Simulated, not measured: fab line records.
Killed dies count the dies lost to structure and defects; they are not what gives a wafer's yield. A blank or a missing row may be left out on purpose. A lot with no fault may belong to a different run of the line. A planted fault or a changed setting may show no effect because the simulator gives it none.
Matching of chambers -- flow n5_finfet -- N5_BEOL_M1_STRIP_66 on rie_diel-01 has 4 sister chambers
The step strips in CF4. 4 wafers are shown with their chamber, then 10 later ones without.

WAFERS WITH THEIR CHAMBER
wafer,chamber,drypump_motor_current_A (A)
L082.5,0,5.7
L091.2,3,5.4
L092.1,1,5.5
L092.2,2,6.2

WAFERS WHOSE CHAMBER IS MISSING
wafer,drypump_motor_current_A (A)
L092.3,5.4
L093.1,6.2
L093.2,5.4
L093.3,5.5
L094.2,5.4
L094.3,6.3
L094.5,5.5
L097.1,5.4
L097.3,5.4
L097.6,5.5

EACH ONE'S CHAMBER
wafer,from the rows above,in truth
L092.3,3,3
L093.1,2,2
L093.2,3,3
L093.3,1,1
L094.2,3,3
L094.3,2,2
L094.5,1,1
L097.1,3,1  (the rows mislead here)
L097.3,3,3
L097.6,1,1
Placed correctly: 9 of 10. Number that these rows cannot place: 0. Wrongly placed: 1.
How it was worked out, from the rows above alone: a wafer's distance from a chamber is the root of the sum, over the readings, of the square of ((its reading less the chamber's mean) divided by the reading's scatter). If the next closest chamber is less than 2 further off than the closest, the wafer can't be placed; otherwise it belongs to the closest. The mean given for a chamber averages the wafers shown for that chamber. The scatter: with one shown wafer a chamber, the root of the mean of the squares of how far each hidden wafer lies from its nearest shown one.
